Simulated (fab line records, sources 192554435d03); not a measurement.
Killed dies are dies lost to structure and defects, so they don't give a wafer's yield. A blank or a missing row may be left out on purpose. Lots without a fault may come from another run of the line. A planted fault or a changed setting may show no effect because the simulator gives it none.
Chamber matching | flow n5_finfet | N5_BEOL_M14_ILD_DEP_00 on pecvd-04: 3 sister chambers
The step deposits SiO2 from TEOS/O2, target thk 1119.3 nm, time 237.4 s. 3 wafers are shown with their chamber, then 7 later ones without.

WAFERS WITH THEIR CHAMBER
wafer  | chamber | throttle_valve_pct (%)
L091.5 | 0       | 19.0
L093.1 | 1       | 21.5
L093.3 | 2       | 17.1

WAFERS WITHOUT THEIR CHAMBER
wafer  | throttle_valve_pct (%)
L093.4 | 18.3
L095.1 | 18.7
L095.2 | 21.7
L095.3 | 17.0
L097.2 | 21.6
L097.4 | 17.1
L097.5 | 21.6

WHICH CHAMBER EACH WENT THROUGH
wafer  | from the rows above     | in truth
L093.4 | can't be placed: 0 or 2 | 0
L095.1 | 0                       | 0
L095.2 | 1                       | 1
L095.3 | 2                       | 2
L097.2 | 1                       | 1
L097.4 | 2                       | 2
L097.5 | 1                       | 1
Placed correctly: 6 of 7. Can't be placed from these rows: 1 (the true chamber is among the candidates in 1). Placed wrongly: 0.
How it was worked out, from the rows above alone: a wafer's distance from a chamber is the root of the sum, over the readings, of the square of ((its reading less the chamber's mean) divided by the reading's scatter). The wafer belongs to the nearest chamber; if the next one is less than 2 further off, it can't be placed. A chamber's mean is the mean of its shown wafers. The scatter: with one shown wafer a chamber, the root of the mean of the squares of how far each hidden wafer lies from its nearest shown one.
